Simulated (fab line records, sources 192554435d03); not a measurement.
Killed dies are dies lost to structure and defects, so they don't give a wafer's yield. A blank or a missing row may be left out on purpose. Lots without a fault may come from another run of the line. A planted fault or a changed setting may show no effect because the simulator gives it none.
Split-lot experiment | flow n5_finfet | 7 lots, 21 wafers read, on a route of 1938 steps

THE SPLIT
At N5_BEOL_M9_TRENCH_ETCH_37 (etches SiCOH lowk in C4F6/O2, target depth 151.43 nm, time 49 s), the setting bias_w was moved away from the recipe's 185 W on 6 of the 21 wafers read, by -6.4% to +14.8%. The other wafers ran this setting at the recipe's value.

The reading is taken at the split's own step.

THE READING
rf_vpp_V, in V, at N5_BEOL_M9_TRENCH_ETCH_37 (etches SiCOH lowk in C4F6/O2, target depth 151.43 nm, time 49 s). Fault-free wafers of this fab line usually give 665 V, standard deviation 10 V.

wafer  | tool, chamber at the split | bias_w as run, W | against the recipe | rf_vpp_V, V | against lot-mates on the recipe
L080.4 | rie_diel-04, 0             | 185              | recipe             | 656         | -
L080.5 | rie_diel-04, 1             | 199.4            | +7.8%              | 707         | +50
L080.6 | rie_diel-04, 0             | 185              | recipe             | 658         | -
L084.2 | rie_diel-02, 0             | 212.4            | +14.8%             | 737         | +64
L084.4 | rie_diel-02, 3             | 185              | recipe             | 673         | -
L084.5 | rie_diel-02, 0             | 212.4            | +14.8%             | 737         | +64
L086.1 | rie_diel-04, 2             | 185              | recipe             | 690         | -
L086.2 | rie_diel-04, 1             | 185              | recipe             | 665         | -
L086.3 | rie_diel-04, 0             | 185              | recipe             | 657         | -
L092.2 | rie_diel-02, 2             | 185              | recipe             | 671         | -
L092.4 | rie_diel-02, 1             | 185              | recipe             | 658         | -
L092.5 | rie_diel-02, 2             | 185              | recipe             | 671         | -
L093.3 | rie_diel-06, 3             | 174.8            | -5.5%              | 631         | -29
L093.4 | rie_diel-06, 1             | 185              | recipe             | 660         | -
L093.6 | rie_diel-06, 0             | 174.8            | -5.5%              | 627         | -33
L094.1 | rie_diel-06, 2             | 173.1            | -6.4%              | 636         | -20
L094.5 | rie_diel-06, 0             | 185              | recipe             | 654         | -
L094.6 | rie_diel-06, 1             | 185              | recipe             | 659         | -
L097.2 | rie_diel-04, 0             | 185              | recipe             | 657         | -
L097.4 | rie_diel-04, 2             | 185              | recipe             | 691         | -
L097.6 | rie_diel-04, 3             | 185              | recipe             | 651         | -

THE FIT
A straight line over all 21 wafers: rf_vpp_V changes by +5.09 V for each +1% of bias_w; r = +0.93; the points scatter about the line by 11 V.
The same after taking each lot's own level away (the mean of its wafers on the recipe; 21 wafers): +4.58 V for each +1%; r = +0.93; scatter 10 V.
On that fit, the largest move of bias_w shifts the reading by 68 V.
The lots' own levels span 656.5 to 673.0 V, that is 1.6 times the standard deviation above.
So the lot-to-lot level changes the slope: the two fits differ.
Check: with one of the wafers moved furthest among these (+14.8%) left out of the fit, the line predicts +70.5 V for it against its lot-mates. It came out at +64 V against them.
Tool readings at the split's step, against how far the setting was moved: rf_vpp_V r = +0.93.

OTHER SPLITS ON THESE WAFERS
These wafers also went through other splits before the reading. Each is held against what the fit with the lots' levels taken away leaves over:
other split on the same wafers    | wafers away from the commonest value | r with rf_vpp_V (lot level and that fit taken away)
N5_BEOL_M6_COAT_63 spin_rpm       | 9                                    | -0.30
N5_BEOL_M7_HM_DEP_02 target_thk_a | 8                                    | -0.11
N5_BEOL_M7_COAT_60 spin_rpm       | 7                                    | -0.32
N5_BEOL_M7_DESCUM_33 time_s       | 7                                    | +0.02
N5_BEOL_M7_ETCH_41 source_w       | 13                                   | -0.05
N5_BEOL_M8_DESCUM_33 time_s       | 5                                    | -0.45
N5_BEOL_M8_ETCH_72 h2_flow_sccm   | 6                                    | -0.12

THE FILE'S OWN FIT
rf_vpp_V changes by +4.71 V for each +1% of bias_w, r = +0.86.
